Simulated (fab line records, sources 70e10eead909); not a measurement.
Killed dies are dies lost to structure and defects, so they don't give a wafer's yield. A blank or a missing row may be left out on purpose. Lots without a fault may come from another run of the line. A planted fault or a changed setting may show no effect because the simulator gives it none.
fab line records | flow nand_harc
record lots=14 wafers=42 last_day=33
route steps=1302 shown A_CONTACT@1091 A_BLC@1118
lots that met no fault: from a run of the same line without faults
start_h: hours from the record's first day to the start of the lot's first wafer shown | wait_h: hours since the lot's step before | " the same as in the row above | L1.1+2: a row that stands for several wafers | - no value, or no start given | * or withheld: withheld | < > ~ a bound
route shown NAME@n: a module of which the file shows steps, and the number in the route of the first | usual: mean/standard deviation of fault-free wafers | same: alike in all rows | chamber/n: place in a boat | sites: the reading at each site | _std_site: their standard deviation | _edge_site: outer sites' mean less inner sites' | radius_mm: how far each site lies from the wafer's centre | mask NAME#n: copy n | behind: the tool/chamber that last shaped the wafer | hold: why the lot was held/for how many hours/how that ended | device: the transistor (n, p or np) that didn't switch | end of line: the same wafers' tests at the end of the route | a step without rows: its recipe alone | killed: dies lost to structure and defects at the first sort, not the wafer's yield | map: a wafer's dies, x killed, . not, _ none there
set.NAME: the setting as run; set.NAME@STEP: as run at that earlier step | model.NAME: the simulator's own value behind a step, which no gauge read
steps of the route over a sample of lots; a table a step, a row a wafer
services: from which hour (start_h, from the record's first day; less than 0 if before it) a tool's chamber was out of use, for how many hours, and why
## steps
# step NHARC_A_CONTACT_ETCH_139
# recipe source_w=withheld pressure_mtorr=20 bias_v=400 time_s=195 target_depth_a=8400 ar_flow_sccm=withheld c4f8_flow_sccm=11.5 o2_flow_sccm=7.2 chemistry=C4F8/O2/Ar
# usual run_length_s=226.4/0.36
# columns lot.wafer tool chamber start_h wait_h rf_hours_counter_h run_length_s
L709.1 har_cap_etch-02 0 521.36 0.2 91 226.1
L709.3 " 0 " " - 226.2
L709.5 " 0 " " - 226.1
L707.2 har_cap_etch-03 1 522.47 0.2 47 226.3
L707.4 " 1 " " - 226.6
L707.3 " 0 " " - 226.4
L708.2 har_cap_etch-01 1 524.46 0.2 3 225.8
L708.1 " 0 " " 3 226.7
L708.4 " 0 " " - 226.6
L710.1 har_cap_etch-02 0 555.92 0.2 96 226.1
L710.4 " 0 " " - 226.5
L710.3 " 1 " " - 226.5
L712.3 har_cap_etch-01 1 558.97 0.2 - 226.0
L712.4 " 0 " " - 226.8
L712.6 " 0 " " - 227.2
L711.1 har_cap_etch-02 1 560.94 0.2 97 226.2
L711.3 " 0 " " - 226.1
L711.6 " 1 " " - 226.2
L721.3 har_cap_etch-02 0 648.13 0.2 - 226.5
L721.6 " 1 " " - 226.2
L721.5 " 0 " " - 226.8
L720.1 har_cap_etch-03 1 654.83 0.2 70 226.7
L720.3 " 0 " " - 226.0
L720.6 " 0 " " - 226.3
L725.2 har_cap_etch-03 0 690.73 0.2 75 226.2
L725.4 " 0 " " - 226.0
L725.6 " 1 " " - 226.5
L726.3 har_cap_etch-03 0 705.45 0.2 - 226.1
L726.6 " 0 " " - 226.2
L726.5 " 1 " " - 226.4
L730.2 har_cap_etch-01 1 732.47 0.2 40 225.8
L730.4 " 0 " " - 226.7
L730.3 " 1 " " - 225.9
L727.1 har_cap_etch-01 0 736.61 0.2 41 227.0
L727.4 " 0 " " - 226.7
L727.3 " 1 " " - 226.3
L728.1 har_cap_etch-03 1 737.96 0.2 84 226.5
L728.3 " 1 " " - 226.6
L728.5 " 0 " " - 226.0
L729.2 har_cap_etch-02 0 743.60 0.2 131 226.0
L729.1 " 1 " " 131 226.4
L729.5 " 1 " " - 226.6
# step NHARC_A_BLC_OVL_MEAS_11
# usual overlay_x_nm=0.0/0.78 overlay_y_nm=-0.2/1
# columns lot.wafer tool chamber start_h wait_h overlay_x_nm overlay_y_nm
L709.1 overlay-01 - 525.11 - -0.9 -1.6
L709.3 " - " " -1.5 -1.3
L709.5 " - " " -1.3 -1.4
L707.2 overlay-01 - 526.14 - 0.6 -1.8
L707.3 " - " " -0.2 -1.3
L707.4 " - " " 0.4 -1.5
L708.1 overlay-02 - 528.20 - 0.0 -1.8
L708.2 " - " " 0.2 -2.0
L708.4 " - " " 0.9 -1.8
L710.1 overlay-01 - 559.72 - -0.2 -0.7
L710.3 " - " " 0.0 -0.8
L710.4 " - " " 0.2 -0.9
L712.3 overlay-02 - 562.57 - 0.5 0.6
L712.4 " - " " 0.1 0.5
L712.6 " - " " -0.2 0.9
L711.1 overlay-02 - 564.69 - 0.6 0.3
L711.3 " - " " 1.0 0.3
L711.6 " - " " 0.4 -0.1
L721.3 overlay-01 - 651.80 - 0.1 -2.2
L721.5 " - " " 0.2 -2.1
L721.6 " - " " 0.4 -1.7
L720.1 overlay-02 - 658.69 - -0.5 1.6
L720.3 " - " " -0.2 1.3
L720.6 " - " " 0.0 1.8
L725.2 overlay-02 - 694.54 - 0.4 0.7
L725.4 " - " " 1.1 0.5
L725.6 " - " " 0.5 0.5
L726.3 overlay-02 - 709.12 - 0.9 0.2
L726.5 " - " " 0.4 0.0
L726.6 " - " " 0.4 -0.2
L730.2 overlay-01 - 736.26 - -0.1 -1.4
L730.3 " - " " 0.2 -1.7
L730.4 " - " " 0.1 -1.2
L727.1 overlay-01 - 740.84 - -0.2 0.8
L727.3 " - " " 0.0 0.1
L727.4 " - " " 0.1 0.2
L728.1 overlay-01 - 741.71 - 0.6 0.8
L728.3 " - " " 0.2 1.1
L728.5 " - " " 0.0 0.9
L729.1 overlay-01 - 747.44 - -1.8 0.4
L729.2 " - " " -1.2 0.2
L729.5 " - " " -1.4 0.1
# step NHARC_A_BLC_ETCH_17
# recipe target_depth_a=3900 over_etch_frac=0.25 time_s=609.38 ion_energy_ev=200 n2_flow_sccm=150 h2_flow_sccm=150 ar_flow_sccm=0 rf_w=400 bias_w=150 chemistry=N2/H2
# usual drypump_motor_current_A=5.9/0.49 oes_product_au=1.000/0.012 rf_vpp_V=429.9/2.2 run_length_s=630.5/0.49 showerhead_plenum_p_Torr=2.01/0.076 throttle_valve_pct=14.172/0.0089
# columns lot.wafer tool chamber start_h wait_h drypump_motor_current_A oes_product_au rf_hours_counter_h rf_vpp_V run_length_s showerhead_plenum_p_Torr throttle_valve_pct
L709.1 rie_diel-01 2 525.47 - 6.3 1.004 11 433.0 629.9 2.12 14.184
L709.3 " 3 " " 6.1 1.009 10 432.2 630.4 2.07 14.172
L709.5 " 0 " " 5.9 1.009 - 427.5 630.6 1.94 14.186
L707.4 rie_diel-01 0 526.42 - 5.9 1.004 9 428.0 630.8 1.94 14.177
L707.2 " 1 " " 5.7 1.014 10 434.9 630.5 2.18 14.174
L707.3 " 3 " " 6.1 1.004 10 431.0 630.4 2.07 14.176
L708.2 rie_diel-12 3 528.48 - 6.6 1.007 5 429.8 630.8 2.03 14.160
L708.4 " 0 " " 5.7 0.999 5 429.4 629.6 1.98 14.159
L708.1 " 2 " " 5.7 1.008 5 428.8 630.6 2.00 14.157
L710.3 rie_diel-11 0 560.00 - 5.1 1.002 42 431.9 630.0 2.00 14.182
L710.4 " 1 " " 6.3 1.006 38 428.6 630.5 1.96 14.177
L710.1 " 3 " " 4.8 0.993 33 425.4 630.3 1.89 14.167
L712.4 rie_diel-12 3 562.89 - 6.6 0.993 7 430.6 631.1 2.02 14.153
L712.3 " 0 " " 5.7 0.991 6 428.0 630.2 1.98 14.176
L712.6 " 2 " " 5.7 0.993 - 430.0 630.8 2.00 14.170
L711.3 rie_diel-12 0 564.96 - 5.7 0.996 7 427.6 629.7 1.98 14.170
L711.1 " 2 " " 5.7 0.998 7 429.6 630.6 2.00 14.174
L711.6 " 0 " " 5.7 0.993 - 429.5 629.7 1.98 14.177
L721.3 rie_diel-12 0 652.08 - 5.7 0.982 1 429.8 629.7 1.98 14.156
L721.5 " 0 " " 5.7 0.981 - 427.6 504.4 1.98 14.174
L721.6 " 1 " " 5.2 1.018 - 426.2 505.3 1.91 14.190
L720.1 rie_diel-12 3 658.96 - 6.6 0.992 2 430.1 630.7 2.02 14.180
L720.3 " 2 " " 5.7 0.978 3 429.1 630.3 2.00 14.182
L720.6 " 3 " " 6.6 0.983 - 432.1 505.3 2.02 14.174
L725.2 rie_diel-01 1 694.82 - 5.7 1.020 13 434.7 630.4 2.18 14.177
L725.4 " 0 " " 5.9 0.996 12 429.6 630.8 1.93 14.181
L725.6 " 2 " " 6.3 1.011 - 432.5 630.4 2.12 14.171
L726.3 rie_diel-12 0 709.39 - 5.7 0.985 5 429.9 629.6 1.98 14.182
L726.5 " 0 " " 5.7 0.988 - 427.8 629.7 1.98 14.162
L726.6 " 1 " " 5.2 1.021 - 428.0 630.8 1.91 14.163
L730.4 rie_diel-12 1 736.53 - 5.2 1.025 6 426.0 630.8 1.91 14.155
L730.2 " 2 " " 5.7 0.994 8 430.3 630.8 2.00 14.187
L730.3 " 3 " " 6.6 1.019 7 431.1 631.5 2.02 14.189
L727.3 rie_diel-12 2 741.12 - 5.7 0.989 8 428.7 630.3 2.00 14.183
L727.4 " 3 " " 6.6 1.002 7 430.6 631.1 2.02 14.165
L727.1 " 0 " " 5.7 0.976 7 429.2 629.5 1.97 14.171
L728.1 rie_diel-11 2 741.98 - 6.5 0.988 42 428.1 630.7 2.00 14.187
L728.3 " 1 " " 6.3 0.979 40 428.2 630.5 1.94 14.173
L728.5 " 3 " " 4.8 1.008 - 434.6 630.7 2.21 14.154
L729.2 rie_diel-12 2 747.71 - 5.7 0.995 9 429.1 630.5 2.00 14.171
L729.1 " 0 " " 5.7 0.987 8 427.9 630.1 1.97 14.151
L729.5 " 2 " " 5.7 0.988 - 428.9 630.8 2.00 14.203
# step NHARC_A_BLC_ETCH_18
# recipe target_depth_a=9100 c4f8_flow_sccm=20 o2_flow_sccm=10 ar_flow_sccm=withheld rf_w=600 bias_w=1500 chemistry=C4F8/O2/Ar
# usual oes_product_au=0.946/0.024 rf_vpp_V=976/4.9
# columns lot.wafer tool chamber start_h wait_h oes_product_au rf_hours_counter_h rf_vpp_V
L709.3 rie_diel-01 1 - - 0.936 10 988
L709.1 " 3 " " 0.924 10 979
L709.5 " 0 " " 0.931 - 972
L707.3 rie_diel-01 2 - - 0.937 11 984
L707.4 " 3 " " 0.938 10 981
L707.2 " 0 " " 0.931 9 971
L708.4 rie_diel-12 1 - - 0.932 4 970
L708.1 " 2 " " 0.923 5 976
L708.2 " 3 " " 0.927 5 977
L710.3 rie_diel-11 0 - - 0.913 42 975
L710.4 " 1 " " 0.921 38 973
L710.1 " 2 " " 0.927 40 978
L712.4 rie_diel-12 2 - - 0.972 7 977
L712.3 " 0 " " 0.956 6 974
L712.6 " 1 " " 0.986 - 971
L711.1 rie_diel-12 1 - - 0.988 6 970
L711.3 " 3 " " 0.951 7 976
L711.6 " 1 " " 0.994 - 969
L721.3 rie_diel-12 3 - - 0.948 2 977
L721.6 " 1 " " 0.998 - 970
L721.5 " 2 " " 0.961 - 976
L720.1 rie_diel-12 2 - - 0.938 3 976
L720.3 " 3 " " 0.962 3 979
L720.6 " 1 " " 0.978 - 970
L725.2 rie_diel-01 2 - - 0.993 14 984
L725.4 " 3 " " 0.960 12 981
L725.6 " 2 " " 0.973 - 983
L726.3 rie_diel-12 0 - - 0.929 6 974
L726.5 " 0 " " 0.931 - 976
L726.6 " 1 " " 0.962 - 970
L730.3 rie_diel-12 2 - - 0.920 8 975
L730.4 " 3 " " 0.941 7 977
L730.2 " 0 " " 0.910 7 974
L727.1 rie_diel-12 2 - - 0.956 9 975
L727.4 " 3 " " 0.976 8 977
L727.3 " 0 " " 0.964 7 974
L728.3 rie_diel-11 0 - - 0.908 40 975
L728.1 " 2 " " 0.897 42 975
L728.5 " 0 " " 0.916 - 973
L729.1 rie_diel-12 1 - - 0.945 8 970
L729.2 " 2 " " 0.918 10 977
L729.5 " 1 " " 0.934 - 971
## services
# columns tool chamber start_h hours kind
rie_diel-12 0 503.43 - clean
rie_diel-12 1 503.43 - clean
rie_diel-12 2 503.43 - clean
rie_diel-12 3 503.43 - clean
rie_diel-11 1 505.11 6.3 repair
rie_diel-12 2 506.11 3.9 repair
rie_diel-11 3 508.59 2.6 repair
rie_diel-12 - 514.39 0.3 repair
rie_diel-12 2 535.11 9.0 repair
rie_diel-01 - 557.80 9.0 pm
rie_diel-12 0 569.32 1.6 repair
rie_diel-12 0 599.53 10.3 repair
rie_diel-01 - 603.45 0.3 repair
rie_diel-01 3 610.41 1.3 repair
rie_diel-11 - 610.62 9.0 pm
har_cap_etch-03 - 611.96 0.3 repair
rie_diel-12 - 622.43 9.0 pm
rie_diel-11 2 633.62 4.0 repair
har_cap_etch-02 - 634.77 0.6 repair
rie_diel-11 3 662.43 17.0 repair
rie_diel-12 1 684.35 11.4 repair
rie_diel-01 - 691.65 0.7 repair
har_cap_etch-01 - 721.64 1.0 repair
rie_diel-01 - 734.80 9.0 pm
## key
first_sign step=NHARC_A_BLC_ETCH_17 reading=run_length_s direction=down sigmas=99+ usual=* struck=*
effect none on later readings
met_at NHARC_A_BLC_ETCH_17
struck_lots L720,L721
struck_wafers L720.6,L721.5,L721.6
sort_left_out L720.6,L721.5,L721.6
tester_left_out L720,L721
not_acting_at NHARC_A_CONTACT_ETCH_139,NHARC_A_BLC_OVL_MEAS_11,NHARC_A_BLC_ETCH_18
onset_between 564.96 652.08
fault kind=process_parameter_drift tool=rie_diel-12 chamber=- onset_h=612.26 steps=NHARC_A_BLC_ETCH_17 channel=time_s offset=* shape=step end_h=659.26 scope=struck_wafers_only acts_in=* stated=*
# tester_left_out: of these lots the tester's yield and bins aren't shown, on N5 and GAA mostly nor the transistor test; their killed dies are dies lost to structure and defects alone, not to doping, threshold or leakage, so they don't give the yield
# sort_left_out: the simulated sort isn't trusted on such a fault, so these wafers' sort isn't shown, and their yield isn't known
